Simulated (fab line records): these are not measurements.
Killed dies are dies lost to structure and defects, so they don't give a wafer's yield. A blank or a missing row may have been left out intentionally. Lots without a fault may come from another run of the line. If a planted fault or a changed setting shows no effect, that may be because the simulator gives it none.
Comparing a struck lot with a sound one -- flow nandHarc -- 17 steps out of a route of 1302
Sound: the wafers L781.3, L781.4, L781.5. Wafers L783.1, L783.4, L783.6 were the ones struck. The cause is given at the end.
Order at every step that has rows: each side's tool, ch and its chambers, its first start. Under that, the readings that differ: sound wafers -- struck wafers -- difference of the means -- sigmas: that difference in standard deviations of wafers without a fault.
alike: a reading whose means differ by less than 2 such deviations, as well as words and numbers matching on both sides. not compared: withheld readings; readings where some wafer has no value; bounds like >300 that might hide an equal value; numbers whose values overlap and for which the record gives no deviation.
A row with sigmas, a row that says differs or no value, or rows on one side alone: a step with any of these is where the two part. When numbers do not overlap yet have no deviation, they are printed without sigmas and do not part them. A reading missing from all wafers of one side parts the sides only when that side holds two or more wafers.

NHARC_A_CONTACT_CVD_19: deposits W, target thk 300 nm, time 802 s.
  sound: cvdW-02 ch 0,1; struck: cvdW-02 ch 0,1
reading,sound,struck,difference,sigmas
throttleValvePct (%),7.90 8.09 7.94,7.32 7.63 7.67,-0.44,-2
  alike: heaterPowerW
NHARC_A_CONTACT_CMP_20: polishes, t overpolish 30 s, target thk 300 nm.
  sound on cmp-02 ch 0,1,2, day 26 22:23; struck on cmp-04 ch 0,1,3, day 28 10:49
reading,sound,struck,difference,sigmas
timeToEndpointS (s),74 69 64,58 51 54,-15,-3
  alike: edgeZonePressureFrac, motorCurrentA, overpolishRunS
after that, 1 step had no rows for these wafers: NHARC_A_CONTACT_SRD_22.
NHARC_A_CONTACT_INSPECT_23:
  struck on defectInspect-01, day 28 11:10; sound on defectInspect-01, day 26 22:44
  alike: rawDefectCount
then, 7 steps without rows for these wafers: NHARC_A_BLC_DEHYDRATE_00 (time 120 s); NHARC_A_BLC_HMDS_01 (time 30 s); NHARC_A_BLC_COAT_02 (time 75 s); NHARC_A_BLC_COAT_03 (time 65 s); NHARC_A_BLC_COAT_04 (resist thk 90 nm); NHARC_A_BLC_SOFTBAKE_05 (time 55 s); NHARC_A_BLC_EBR_06.
NHARC_A_BLC_EXPOSE_07: exposes mask A BLC, target cd 100 nm.
  sound on arfiScanner-02 ch 0, day 26 23:00; struck on arfiScanner-03 ch 0, day 28 11:32
reading,sound,struck,difference,sigmas
model.A_BLC.overlayXNm (nm),-0.6992 -0.6992 -0.6992,11.6 11.6 11.6,+12.3,
  alike: mask, reticleTempC
then, 2 steps without rows for these wafers: NHARC_A_BLC_PEB_08 (peb time 65 s); NHARC_A_BLC_DEVELOP_09 (develop time 35 s).
NHARC_A_BLC_CD_MEAS_10: the cd target is 100 nm.
  sound on cdSem-01 ch 0, day 26 23:08; struck on cdSem-03 ch 0, day 28 11:41
  alike: cdNm
NHARC_A_BLC_OVL_MEAS_11:
  struck on overlay-01, day 28 11:46; sound on overlay-02, day 26 23:14
reading,sound,struck,difference,sigmas
overlayXNm (nm),-1.0 -0.8 -0.9,11.4 11.2 11.6,+12.3,+12
  alike: overlayYNm
NHARC_A_BLC_INSPECT_12:
  struck on defectInspect-01, day 28 11:48; sound on defectInspect-02, day 26 23:16
  alike: rawDefectCount

== WHERE THEY PART ==
Last at NHARC_A_BLC_OVL_MEAS_11 as far as this record goes, first at NHARC_A_CONTACT_CVD_19. Later steps at which nothing parts them and some readings are alike: NHARC_A_BLC_INSPECT_12.

WHY: the cause the simulator had injected
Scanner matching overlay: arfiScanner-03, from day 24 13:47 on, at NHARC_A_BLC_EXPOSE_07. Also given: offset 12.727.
